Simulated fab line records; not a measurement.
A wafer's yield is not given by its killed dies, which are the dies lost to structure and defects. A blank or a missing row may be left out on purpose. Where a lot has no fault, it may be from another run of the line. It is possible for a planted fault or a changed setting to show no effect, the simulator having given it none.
A single fault, viewed from 2 desks + flow n5 finfet + each desk holds nothing but its own numbers, with what lay behind them at the end

## AT THE TOOL OWNER'S DESK: litho track-03
The tool's own readings at N5_BEOL_M2_COAT_62 (time 60 s, resist thk 12 nm): means of the sampled wafers that have a number, for each lot that ran on this tool. A lot is out of limits, marked OUT, if its mean lies more than 4 standard deviations from the usual mean; the brackets give that distance.
Columns: A = resist line temp C at N5_BEOL_M2_COAT_62, usual 23.00 C; B = spin speed rpm at N5_BEOL_M2_COAT_62, usual 1500.0 rpm
| lot  | first seen here | A     | B                |
|------|-----------------|-------|------------------|
| L692 | day 7 00:32     | 23.06 | 1500.1           |
| L700 | day 9 08:37     | 23.04 | 1449.5 (-50) OUT |
| L702 | day 9 16:11     | 22.99 | 1450.1 (-50) OUT |
This desk's finding: out of limits on L700, L702; first on L700, day 9 08:37 (spin speed rpm at N5_BEOL_M2_COAT_62). L692: within limits.

## THE METROLOGY DESK
What the gauges read, lot by lot, whatever tool the lot ran on: means of the sampled wafers that have a number. A lot is out of limits, marked OUT, if its mean lies more than 4 standard deviations from the usual mean; the brackets give that distance. Shown here are 7 of its 10 readings, the ones lying furthest out on some lot.
Columns: A = DIBL_N at N5_BEOL_M4_RC_MEAS_101, usual 36.3 mV/V; B = DIBL_P at N5_BEOL_M4_RC_MEAS_101, usual 36.7 mV/V; C = IOFF_P at N5_BEOL_M4_RC_MEAS_101, usual 0.214 nA/um; D = ION_N at N5_BEOL_M4_RC_MEAS_101, usual 673 uA/um; E = SS_N at N5_BEOL_M4_RC_MEAS_101, usual 71.6 mV/dec; F = SS_P at N5_BEOL_M4_RC_MEAS_101, usual 73.3 mV/dec; G = VT_P at N5_BEOL_M4_RC_MEAS_101, usual -250.0 mV
| lot  | first seen here | A    | B    | C     | D   | E    | F    | G      |
|------|-----------------|------|------|-------|-----|------|------|--------|
| L692 | day 8 03:44     | 35.9 | 34.2 | 0.200 | 667 | 71.5 | 73.1 | -249.1 |
| L700 | day 10 16:23    | 37.0 | 38.0 | 0.245 | 672 | 71.9 | 73.6 | -247.6 |
| L702 | day 10 17:12    | 36.6 | 36.7 | 0.227 | 672 | 72.1 | 73.9 | -248.8 |
| L713 | day 13 15:06    | 38.1 | 38.3 | 0.232 | 682 | 71.8 | 73.0 | -249.6 |
Result from this desk: across the 4 lots, nothing is out of limits.

## TAKEN TOGETHER
The tool owner's desk had the chance to raise an alarm at day 9 08:37 on L700, L702.
Nothing out of limits was seen by the metrology desk.
The metrology desk holds a record of L700, L702, inside its limits.
Every lot named ran N5_BEOL_M2_COAT_62 on litho track-03.

## WHAT THE SIMULATOR PUT IN
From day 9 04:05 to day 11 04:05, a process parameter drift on litho track-03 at N5_BEOL_M2_COAT_62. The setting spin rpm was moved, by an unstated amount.
Struck lots among those shown: L700, L702.
Time in hours from fault onset to the first out-of-limits reading at each desk: the tool owner's desk, 5.
